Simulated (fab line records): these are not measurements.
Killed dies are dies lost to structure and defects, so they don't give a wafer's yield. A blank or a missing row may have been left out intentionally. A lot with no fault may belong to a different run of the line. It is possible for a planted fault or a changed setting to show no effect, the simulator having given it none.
Matching of chambers	flow n5-finfet	ald-hk-03 running N5_HKMG_FIN_ALD_74: 4 sister chambers
The step deposits La2O3, target thk 0.5 nm, pulse time 6 s, co reactant pulse time 1 s. 16 wafers are shown with their chamber, then 8 later ones without.

## EACH WAFER AND ITS CHAMBER
wafer	chamber	heater-power-w (W)	precursor-pulse-height-rel
L075.1	1	413	1.007
L075.4	2	356	0.987
L075.5	0	363	0.994
L078.1	3	285	0.938
L078.4	0	373	1.008
L078.6	0	379	0.989
L081.1	1	407	1.006
L081.2	3	293	0.979
L081.6	3	295	1.006
L084.1	3	290	1.026
L084.3	0	368	1.020
L084.5	0	352	0.991
L087.1	3	291	0.977
L087.2	2	359	0.985
L087.6	3	285	1.017
L093.1	2	361	0.999

SIGNATURES, as means of the wafers listed above
reading	chamber 0	chamber 1	chamber 2	chamber 3	scatter within a chamber
heater-power-w	367.00	410.00	358.67	289.83	6.69
precursor-pulse-height-rel	1.00040	1.00650	0.99033	0.99050	0.0225
Rule: a wafer lies at a distance from a chamber equal to the root of the sum of squares, over the readings, of (its reading less the chamber's mean, divided by the reading's scatter). The wafer belongs to the nearest chamber; if the next one is less than 2 further off, it can't be placed. How the scatter is found: for the shown wafers, subtract from each reading the mean of its chamber, square and add these, divide the total by (wafers less chambers), then take the root.

## WAFERS WITHOUT THEIR CHAMBER
wafer	heater-power-w (W)	precursor-pulse-height-rel
L093.3	291	0.984
L093.6	286	0.992
L094.1	410	0.995
L094.3	362	0.991
L094.4	286	0.982
L097.2	295	1.018
L097.3	369	0.993
L097.6	292	0.991

## THE CHAMBER EACH PASSED THROUGH
wafer	from the rows above	in truth
L093.3	3	3
L093.6	3	3
L094.1	1	1
L094.3	can't be placed: 2 or 0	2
L094.4	3	3
L097.2	3	3
L097.3	can't be placed: 0 or 2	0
L097.6	3	3
Placed correctly: 6 of 8. From these rows, 2 cannot be placed; in 2 the true chamber is one of the candidates. Number placed wrongly: 0.
